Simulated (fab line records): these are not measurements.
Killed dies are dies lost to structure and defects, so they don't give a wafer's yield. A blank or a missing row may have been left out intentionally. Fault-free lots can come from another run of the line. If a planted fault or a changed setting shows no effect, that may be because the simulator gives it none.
A lot that was struck, set against a sound lot + flow n5_finfet + 16 out of 1938 route steps
Sound: these wafers, L299.1, L299.2, L299.6. Struck: wafers L290.2, L290.4, L290.5. The cause is named last.
For every step that has rows: the tool of each side, followed by ch and its chambers, followed by its first start. Under that, the readings that differ: sound wafers + struck wafers + difference of the means + sigmas: that difference in standard deviations of wafers without a fault.
alike: a reading whose means differ by less than 2 such deviations, as well as words and numbers matching on both sides. not compared: withheld readings; readings where some wafer has no value; bounds like >300 that might hide an equal value; numbers whose values overlap and for which the record gives no deviation.
Wherever a step has rows on one side only, a row that says differs or no value, or a row with sigmas, the two part there. When numbers do not overlap yet have no deviation, they are printed without sigmas and do not part them. A reading that every wafer of one side lacks parts them only if that side has two wafers or more.

N5_WELL_APT_OVL_MEAS_09:
  sound on overlay-02 ch 0, day 6 15:28; struck on overlay-01 ch 0, day 4 07:43
  alike: NWELL_OVL
N5_WELL_APT_INSPECT_10: inspects for defects (macro).
  struck on defect_inspect-01, day 4 07:44; sound on defect_inspect-01, day 6 15:30
  alike: raw_defect_count
N5_WELL_APT_DESCUM_13: chemistry O2, time 7.9 s.
  sound on rie_diel-03 ch 1,2,3, day 6 15:32; struck on rie_diel-01 ch 0,1,3, day 4 07:48
  alike: drypump_motor_current_A, oes_product_au, rf_vpp_V, showerhead_plenum_p_Torr, throttle_valve_pct
  not compared: rf_hours_counter_h
then, 9 steps without rows for these wafers: N5_WELL_APT_IMPLANT_14; N5_WELL_APT_IMPLANT_15; N5_WELL_APT_STRIP_16 (strips in SPM, time 900 s); N5_WELL_APT_HMDS_18 (time 60 s); N5_WELL_APT_COAT_19 (resist thk 950 nm); N5_WELL_APT_EBR_21; N5_WELL_APT_SOFTBAKE_20 (time 60 s); N5_WELL_APT_EXPOSE_22 (exposes mask PWELL, defocus 0 nm, target cd 200 nm); N5_WELL_APT_PEB_23 (peb time 90 s).
N5_WELL_APT_DEVELOP_24: develop time 45 s.
  sound on litho_track-04 ch 0, day 6 16:35; struck on litho_track-05, day 4 08:52
  no value came back on the struck wafers for chill_plate_temp_C (C), develop_time_s (s); on the sound wafers chill_plate_temp_C (C) reads 23.00 22.87 23.00
| reading                                    | sound             | struck            | difference | sigmas |
|--------------------------------------------|-------------------|-------------------|------------|--------|
| model.coat_of_WELL_APT_COAT_19.thk_nm (nm) | 941.1 941.1 941.9 | 947.4 947.3 949.8 | +6.8       |        |
then, 1 step without rows for these wafers: N5_WELL_APT_HARDBAKE_29 (time 120 s).
N5_WELL_APT_CD_MEAS_25: the cd target is 200 nm.
  sound on cd_sem-01 ch 0, day 6 16:41; struck on cd_sem-02 ch 0, day 4 08:59
| reading    | sound             | struck | difference                    | sigmas |
|------------|-------------------|--------|-------------------------------|--------|
| cd_nm (nm) | 200.1 200.8 196.5 | - - -  | no value on the struck wafers |        |
N5_WELL_APT_OVL_MEAS_26:
  sound on overlay-01 ch 0, day 6 16:43; struck on overlay-02 ch 0, day 4 09:01
| reading        | sound   | struck | difference                    | sigmas |
|----------------|---------|--------|-------------------------------|--------|
| PWELL_OVL (nm) | -2 2 -3 | - - -  | no value on the struck wafers |        |

## WHERE THEY PART
Earliest at N5_WELL_APT_DEVELOP_24; latest, in this record, at N5_WELL_APT_OVL_MEAS_26.

WHY: the cause the simulator had injected
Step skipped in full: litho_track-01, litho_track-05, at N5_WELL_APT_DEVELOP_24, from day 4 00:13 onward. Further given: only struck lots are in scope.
